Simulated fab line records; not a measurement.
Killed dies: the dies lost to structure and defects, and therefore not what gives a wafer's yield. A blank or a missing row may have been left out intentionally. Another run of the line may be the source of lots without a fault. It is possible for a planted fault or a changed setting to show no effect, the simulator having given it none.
Chamber matching :: flow n5-finfet :: N5_BEOL_M1_STRIP_66 on rie-diel-05 has 4 sister chambers
The step strips in CF4. 16 wafers are shown with their chamber, then 8 later ones without.

## EACH WAFER AND ITS CHAMBER
wafer: L889.1
chamber: 2
showerhead-plenum-p-Torr (Torr): 1.90
drypump-motor-current-A (A): 5.82
oes-product-au (a.u.): 0.88

wafer: L889.4
chamber: 1
showerhead-plenum-p-Torr (Torr): 1.78
drypump-motor-current-A (A): 5.67
oes-product-au (a.u.): 0.69

wafer: L889.6
chamber: 2
showerhead-plenum-p-Torr (Torr): 1.90
drypump-motor-current-A (A): 5.81
oes-product-au (a.u.): 0.89

wafer: L896.1
chamber: 3
showerhead-plenum-p-Torr (Torr): 1.72
drypump-motor-current-A (A): 6.01
oes-product-au (a.u.): 0.74

wafer: L896.5
chamber: 0
showerhead-plenum-p-Torr (Torr): 1.77
drypump-motor-current-A (A): 5.80
oes-product-au (a.u.): 0.69

wafer: L896.6
chamber: 3
showerhead-plenum-p-Torr (Torr): 1.72
drypump-motor-current-A (A): 6.00
oes-product-au (a.u.): 0.74

wafer: L902.1
chamber: 1
showerhead-plenum-p-Torr (Torr): 1.77
drypump-motor-current-A (A): 5.68
oes-product-au (a.u.): 0.68

wafer: L902.2
chamber: 2
showerhead-plenum-p-Torr (Torr): 1.89
drypump-motor-current-A (A): 5.83
oes-product-au (a.u.): 0.85

wafer: L902.5
chamber: 3
showerhead-plenum-p-Torr (Torr): 1.71
drypump-motor-current-A (A): 6.02
oes-product-au (a.u.): 0.72

wafer: L904.1
chamber: 3
showerhead-plenum-p-Torr (Torr): 1.71
drypump-motor-current-A (A): 6.01
oes-product-au (a.u.): 0.73

wafer: L904.3
chamber: 0
showerhead-plenum-p-Torr (Torr): 1.77
drypump-motor-current-A (A): 5.82
oes-product-au (a.u.): 0.67

wafer: L904.4
chamber: 0
showerhead-plenum-p-Torr (Torr): 1.77
drypump-motor-current-A (A): 5.81
oes-product-au (a.u.): 0.68

wafer: L905.2
chamber: 3
showerhead-plenum-p-Torr (Torr): 1.71
drypump-motor-current-A (A): 5.99
oes-product-au (a.u.): 0.73

wafer: L905.5
chamber: 2
showerhead-plenum-p-Torr (Torr): 1.89
drypump-motor-current-A (A): 5.80
oes-product-au (a.u.): 0.84

wafer: L905.6
chamber: 0
showerhead-plenum-p-Torr (Torr): 1.77
drypump-motor-current-A (A): 5.83
oes-product-au (a.u.): 0.68

wafer: L907.1
chamber: 2
showerhead-plenum-p-Torr (Torr): 1.89
drypump-motor-current-A (A): 5.81
oes-product-au (a.u.): 0.83

SIGNATURES (means of the wafers above)
reading: showerhead-plenum-p-Torr
chamber 0: 1.7700
chamber 1: 1.7750
chamber 2: 1.8940
chamber 3: 1.7140
scatter within a chamber: 0.00492

reading: drypump-motor-current-A
chamber 0: 5.8150
chamber 1: 5.6750
chamber 2: 5.8140
chamber 3: 6.0060
scatter within a chamber: 0.0115

reading: oes-product-au
chamber 0: 0.6800
chamber 1: 0.6850
chamber 2: 0.8580
chamber 3: 0.7320
scatter within a chamber: 0.0164
Rule: a wafer's distance from a chamber is the root of the sum, over the readings, of the square of ((its reading less the chamber's mean) divided by the reading's scatter). The wafer belongs to the nearest chamber; if the next one is less than 2 further off, it can't be placed. The scatter: take each reading less its chamber's mean, square it, sum over the shown wafers, divide by the number of wafers less the number of chambers, and take the root.

## WAFERS WHOSE CHAMBER IS MISSING
wafer: L907.2
showerhead-plenum-p-Torr (Torr): 1.71
drypump-motor-current-A (A): 5.99
oes-product-au (a.u.): 0.73

wafer: L907.5
showerhead-plenum-p-Torr (Torr): 1.89
drypump-motor-current-A (A): 5.79
oes-product-au (a.u.): 0.83

wafer: L909.2
showerhead-plenum-p-Torr (Torr): 1.71
drypump-motor-current-A (A): 5.99
oes-product-au (a.u.): 0.72

wafer: L909.3
showerhead-plenum-p-Torr (Torr): 1.77
drypump-motor-current-A (A): 5.67
oes-product-au (a.u.): 0.95

wafer: L909.6
showerhead-plenum-p-Torr (Torr): 1.71
drypump-motor-current-A (A): 6.01
oes-product-au (a.u.): 0.72

wafer: L912.2
showerhead-plenum-p-Torr (Torr): 1.71
drypump-motor-current-A (A): 5.98
oes-product-au (a.u.): 0.71

wafer: L912.4
showerhead-plenum-p-Torr (Torr): 1.71
drypump-motor-current-A (A): 5.96
oes-product-au (a.u.): 0.72

wafer: L912.5
showerhead-plenum-p-Torr (Torr): 1.88
drypump-motor-current-A (A): 5.83
oes-product-au (a.u.): 0.82

## WHICH CHAMBER EACH ONE RAN IN
wafer: L907.2
from the rows above: 3
in truth: 3

wafer: L907.5
from the rows above: 2
in truth: 2

wafer: L909.2
from the rows above: 3
in truth: 3

wafer: L909.3
from the rows above: 1
in truth: 1

wafer: L909.6
from the rows above: 3
in truth: 3

wafer: L912.2
from the rows above: 3
in truth: 3

wafer: L912.4
from the rows above: 3
in truth: 3

wafer: L912.5
from the rows above: 2
in truth: 2
Placed correctly: 8 of 8. Not placeable from these rows: 0. Wrongly placed: 0.
